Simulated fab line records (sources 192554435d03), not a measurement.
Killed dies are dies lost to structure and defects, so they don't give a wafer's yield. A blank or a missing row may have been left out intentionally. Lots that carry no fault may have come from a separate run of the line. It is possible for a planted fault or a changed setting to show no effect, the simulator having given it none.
The same fault as seen by 3 desks / flow n5-finfet / what lay behind the numbers comes last; until then each desk has only its own

TOOL OWNER'S DESK, rie-diel-04
The tool's own readings at N5_BEOL_M3_DESCUM_33 (chemistry O2, time 7 s): means of the sampled wafers that have a number, for each lot that ran on this tool. The brackets show how far a lot's mean lies from the usual mean; more than 4 standard deviations puts the lot out of limits, marked OUT.
Columns: A = drypump-motor-current-A at N5_BEOL_M3_DESCUM_33, usual 5.5 A; B = o2-flow-sccm at N5_BEOL_M3_DESCUM_33, usual 225.0 sccm; C = oes-product-au at N5_BEOL_M3_DESCUM_33, usual 0.79 a.u.; D = rf-vpp-V at N5_BEOL_M3_DESCUM_33, usual 242.6 V; E = showerhead-plenum-p-Torr at N5_BEOL_M3_DESCUM_33, usual 2.06 Torr; F = throttle-valve-pct at N5_BEOL_M3_DESCUM_33, usual 20.47 %
lot=L401; first seen here=day 9 18:53; A=5.2; B=225.7; C=0.80; D=242.8; E=2.04; F=20.36
lot=L413; first seen here=day 12 12:20; A=5.7; B=224.2; C=0.86; D=242.8; E=2.09; F=20.65
Result from this desk: across the 2 lots, nothing is out of limits.

THE DEFECT DESK
For each lot, the counts of the inspections along the route, averaged over the sampled wafers that have a number. The brackets show how far a lot's mean lies from the usual mean; more than 4 standard deviations puts the lot out of limits, marked OUT.
Columns: A = raw-defect-count at N5_BEOL_M3_INSPECT_30, usual 417
lot=L393; first seen here=day 7 09:08; A=316
lot=L401; first seen here=day 9 18:51; A=456
lot=L405; first seen here=day 10 13:33; A=360
lot=L412; first seen here=day 12 10:05; A=342
lot=L413; first seen here=day 12 12:15; A=400
Result from this desk: across the 5 lots, nothing is out of limits.

FROM THE METROLOGY DESK
Lot by lot, what the gauges showed, no matter which tool ran the lot: averages of those sampled wafers that carry a number. The brackets show how far a lot's mean lies from the usual mean; more than 4 standard deviations puts the lot out of limits, marked OUT. 7 of its 12 readings are shown, namely those furthest out on some lot.
Columns: A = DIBL_N at N5_BEOL_M4_RC_MEAS_101, usual 35.9 mV/V; B = IOFF_P at N5_BEOL_M4_RC_MEAS_101, usual 0.21 nA/um; C = ION_N at N5_BEOL_M4_RC_MEAS_101, usual 674 uA/um; D = ION_P at N5_BEOL_M4_RC_MEAS_101, usual 463 uA/um; E = SS_N at N5_BEOL_M4_RC_MEAS_101, usual 71.3 mV/dec; F = VT_N at N5_BEOL_M4_RC_MEAS_101, usual 250 mV; G = VT_P at N5_BEOL_M4_RC_MEAS_101, usual -251 mV
lot=L393; first seen here=day 7 09:02; A=36.7; B=0.20; C=678; D=464; E=70.7; F=246; G=-251
lot=L401; first seen here=day 9 18:46; A=34.2; B=0.15; C=661; D=446; E=70.4; F=250; G=-259
lot=L405; first seen here=day 10 13:28; A=35.8; B=0.21; C=677; D=465; E=71.7; F=250; G=-251
lot=L412; first seen here=day 12 09:59; A=36.8; B=0.26; C=674; D=472; E=71.3; F=249; G=-246
lot=L413; first seen here=day 12 12:10; A=36.3; B=0.21; C=681; D=463; E=72.2; F=248; G=-250
Result from this desk: across the 5 lots, nothing is out of limits.

ALL TOGETHER
Nothing out of limits was seen by the tool owner's desk.
Nothing out of limits was seen by the defect desk.
From the metrology desk's view, nothing was out of limits.

WHAT WAS PUT IN BY THE SIMULATOR
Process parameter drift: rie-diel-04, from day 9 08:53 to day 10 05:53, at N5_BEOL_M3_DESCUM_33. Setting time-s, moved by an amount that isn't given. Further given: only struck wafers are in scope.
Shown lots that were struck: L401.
